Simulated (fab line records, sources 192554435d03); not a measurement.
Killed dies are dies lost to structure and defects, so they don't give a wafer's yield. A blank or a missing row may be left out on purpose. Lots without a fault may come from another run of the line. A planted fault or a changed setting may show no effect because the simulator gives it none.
A struck lot beside a sound one | flow n5_finfet | 34 steps out of a route of 1938
Sound: wafers L315.1, L315.3, L315.5. Struck: wafers L312.3, L312.5, L312.6. The cause comes at the end.
At each step with rows: each side's tool, then ch and its chambers, then its first start. Under that, the readings that differ: sound wafers | struck wafers | difference of the means | sigmas: that difference in standard deviations of wafers without a fault.
alike: readings whose means differ by less than 2 such deviations, and words and numbers that are the same on both sides. not compared: withheld readings, readings that some wafer has no value for, bounds like >300 that may hide the same value, and numbers for which the record gives no deviation and whose values overlap.
The two part at a step that has a row with sigmas, a row that says differs or no value, or rows on one side only. Numbers that don't overlap but have no deviation are shown without sigmas and don't part them. A reading that every wafer of one side lacks parts them only if that side has two wafers or more.

first, 10 steps without rows for these wafers: N5_BEOL_M7_HM_STRIP_39 (strips TiN in peroxide tin strip, target depth 25 nm, time 158 s); N5_BEOL_M7_SRD_40 (time 30 s); N5_BEOL_M7_PRECLEAN_42 (cleans in residue remover, time 60 s); N5_BEOL_M7_SRD_43 (time 30 s); N5_BEOL_M7_CURE_75 (cures SiCOH lowk, time 120 s); N5_BEOL_M7_DEGAS_44 (time 60 s); N5_BEOL_M7_PRE_CLEAN_45 (time 30 s); N5_BEOL_M7_ALD_77 (deposits TaN, target thk 2 nm, pulse time 2 s, purge time 3 s); N5_BEOL_M7_SURFACE_TREAT_79; N5_BEOL_M7_CVD_78 (deposits Co from CCTBA/H2, target thk 2 nm, time 142.3 s).
N5_BEOL_M7_SPUTTER_48: material Cu, target thk 10 nm, time 1.667 s.
  sound on pvd_sputter-01, day 14 12:30; struck on pvd_sputter-02, day 13 23:19
  alike: throttle_valve_pct
then, 22 steps without rows for these wafers: N5_BEOL_M7_ECD_50 (material Cu, target thk 300 nm); N5_BEOL_M7_ANNEAL_51 (time 90 s); N5_BEOL_M7_CMP_52 (polishes, stops on SiCOH lowk, t overpolish 6.9 s, target thk 80 nm); N5_BEOL_M7_PRE_CLEAN_55 (time 15 s); N5_BEOL_M7_DEP_56 (deposits SiCN from 3MS/NH3, target thk 10 nm, time 17.5 s); N5_BEOL_M8_ILD_DEP_00 (deposits SiCOH lowk from DEMS/porogen, target thk 179.75 nm, time 33.4 s); N5_BEOL_M8_CURE_74 (cures SiCOH lowk, time 240 s); N5_BEOL_M8_PECVD_70 (deposits SiO2 from TEOS/O2, target thk 20 nm, time 22.7 s); N5_BEOL_M8_HM_DEP_02 (deposits TiN, target thk 20 nm); N5_BEOL_M8_COAT_59 (time 60 s, resist thk 100 nm); N5_BEOL_M8_COAT_60 (time 60 s, resist thk 35 nm); N5_BEOL_M8_COAT_05 (resist thk 90 nm); N5_BEOL_M8_EBR_07; N5_BEOL_M8_SOFTBAKE_06 (time 60 s); N5_BEOL_M8_EXPOSE_08 (exposes mask M8); N5_BEOL_M8_PEB_09 (peb time 60 s); N5_BEOL_M8_DEVELOP_10 (develop time 30 s); N5_BEOL_M8_DESCUM_16 (chemistry O2, time 7.9 s); N5_BEOL_M8_ETCH_61 (etches SiARC in CF4, target depth 45.5 nm, time 75.8 s); N5_BEOL_M8_ETCH_62 (etches SOC in N2/H2, target depth 110 nm, overetch 22 nm, time 165 s); N5_BEOL_M8_STRIP_68 (strips in N2/H2); N5_BEOL_M8_STRIP_67 (strips in CF4).
-- the record jumps here: 3 days lie between the struck wafers' starts before and after (it left off in module BEOL_M8 and takes up again in module PASSIVATION, whose first step shown is number 1936 of the route) --
N5_PASSIVATION_PROBE_49:
  the record has rows for the struck wafers here (prober-02, day 17 08:29) and none for the sound ones

WHERE THEY PART
Only at N5_PASSIVATION_PROBE_49, within this record.

WHY: what the simulator had put in
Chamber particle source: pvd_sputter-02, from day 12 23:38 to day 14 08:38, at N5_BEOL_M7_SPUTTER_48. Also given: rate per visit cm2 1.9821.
